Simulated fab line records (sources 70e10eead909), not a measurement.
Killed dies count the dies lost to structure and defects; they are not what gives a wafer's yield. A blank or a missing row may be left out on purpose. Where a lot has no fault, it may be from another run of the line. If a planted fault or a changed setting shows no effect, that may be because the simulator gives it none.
Which tool did it? + flow nand_harc + 12 lots with 36 wafers sampled at 5 steps, on a route of 1302 steps

WHAT THE GAUGES SHOWED, per wafer
NHARC_A_SGD_CUT_INSPECT_11.
| lot  | measured     | on                | raw_defect_count |
|------|--------------|-------------------|------------------|
| L076 | day 19 22:39 | defect_inspect-01 | 13 21 11         |
| L077 | day 20 01:28 | defect_inspect-01 | 118 128 114      |
| L080 | day 21 01:58 | defect_inspect-02 | 17 18 16         |
| L081 | day 21 23:18 | defect_inspect-02 | 69 76 90         |
| L083 | day 22 23:28 | defect_inspect-02 | 81 73 83         |
| L084 | day 23 11:18 | defect_inspect-02 | 18 19 21         |
| L087 | day 24 01:52 | defect_inspect-02 | 28 20 23         |
| L089 | day 25 01:00 | defect_inspect-02 | 101 91 91        |
| L091 | day 25 15:58 | defect_inspect-02 | 112 86 93        |
| L093 | day 26 15:54 | defect_inspect-02 | 109 87 86        |
| L095 | day 27 19:20 | defect_inspect-01 | 28 22 23         |
| L097 | day 28 15:01 | defect_inspect-01 | 7 8 4            |

WHAT TOOL EACH LOT RAN ON (gives the tool, then ch and the chambers of the sampled wafers, and finally the start)
| lot  | NHARC_A_STAIRCASE_DEP_322       | NHARC_A_STAIRCASE_DESCUM_443       | NHARC_A_STAIRCASE_CMP_450     | NHARC_A_STAIRCASE_CMP_472     |
|------|---------------------------------|------------------------------------|-------------------------------|-------------------------------|
| L076 | pecvd-04 ch 1,2, day 18 20:40   | rie_diel-08 ch 0,1,3, day 19 14:31 | cmp-01 ch 0,1,3, day 19 19:49 | cmp-01 ch 1,2,3, day 19 21:24 |
| L077 | pecvd-04 ch 0,1,2, day 18 21:14 | rie_diel-08 ch 1,2,3, day 19 14:37 | cmp-03 ch 0,1,2, day 19 22:40 | cmp-02 ch 1,2,3, day 20 00:13 |
| L080 | pecvd-03 ch 0,1, day 20 00:57   | rie_diel-06 ch 0,3, day 20 16:54   | cmp-01 ch 0,2,3, day 20 23:17 | cmp-03 ch 0,3, day 21 00:43   |
| L081 | pecvd-02 ch 1,2, day 20 18:03   | rie_diel-07 ch 0,1,3, day 21 15:16 | cmp-01 ch 0,2, day 21 20:33   | cmp-03 ch 0,1,3, day 21 22:01 |
| L083 | pecvd-02 ch 0,1,2, day 21 22:20 | rie_diel-08 ch 0,2,3, day 22 14:14 | cmp-01 ch 1,2,3, day 22 20:44 | cmp-02 ch 1,2,3, day 22 22:13 |
| L084 | pecvd-04 ch 0,1,2, day 22 08:46 | rie_diel-08 ch 0,2,3, day 23 02:11 | cmp-03 ch 0,1,3, day 23 08:30 | cmp-01 ch 0,1,2, day 23 09:56 |
| L087 | pecvd-02 ch 0,1,2, day 22 23:32 | rie_diel-08 ch 0,1,3, day 23 17:59 | cmp-01 ch 0,1,2, day 23 23:16 | cmp-03 ch 0,2,3, day 24 00:47 |
| L089 | pecvd-02 ch 0,1, day 23 21:55   | rie_diel-07 ch 0,2,3, day 24 16:52 | cmp-03 ch 0,1,3, day 24 22:10 | cmp-02 ch 0,2,3, day 24 23:45 |
| L091 | pecvd-02 ch 0,2, day 24 16:05   | rie_diel-06 ch 0,1,3, day 25 07:56 | cmp-01 ch 1,2,3, day 25 13:13 | cmp-01 ch 1,2,3, day 25 14:41 |
| L093 | pecvd-04 ch 0,1,2, day 25 15:24 | rie_diel-08 ch 1,2, day 26 07:52   | cmp-01 ch 1,2,3, day 26 13:14 | cmp-01 ch 1,2,3, day 26 14:42 |
| L095 | pecvd-04 ch 1,2, day 26 21:02   | rie_diel-08 ch 0,2,3, day 27 11:20 | cmp-01 ch 0,1,2, day 27 16:38 | cmp-02 ch 0,2,3, day 27 18:05 |
| L097 | pecvd-03 ch 0,1, day 27 13:46   | rie_diel-06 ch 0,2, day 28 06:58   | cmp-01 ch 0,1,2, day 28 12:13 | cmp-01 ch 1,3, day 28 13:46   |
- NHARC_A_STAIRCASE_DEP_322: deposits SiO2, target thk 7200 nm.
- NHARC_A_STAIRCASE_DESCUM_443: chemistry O2, time 3 s.
- NHARC_A_STAIRCASE_CMP_450: polishes SiO2, target thk 200 nm.
- NHARC_A_STAIRCASE_CMP_472: polishes SiO2.

THE ANSWER, worked out from the rows above alone
Rule: usual is defined by the lots themselves. Put in order of their means at a reading, lots are off if they are a third of the lots or fewer, leave a main group of 4 or more, and stand apart from it by a gap of 3 or more times the standard deviation of the main group's means; of several such gaps the widest counts. If all means in a main group match to the digits the tables above print for the reading, that group is not used. Also off: a lot with no number at a reading for which 4 or more lots have one. The other lots that the step has rows for count as sound.
None of the lots is off at any reading shown; this tells nothing.

WHAT WAS PUT IN BY THE SIMULATOR
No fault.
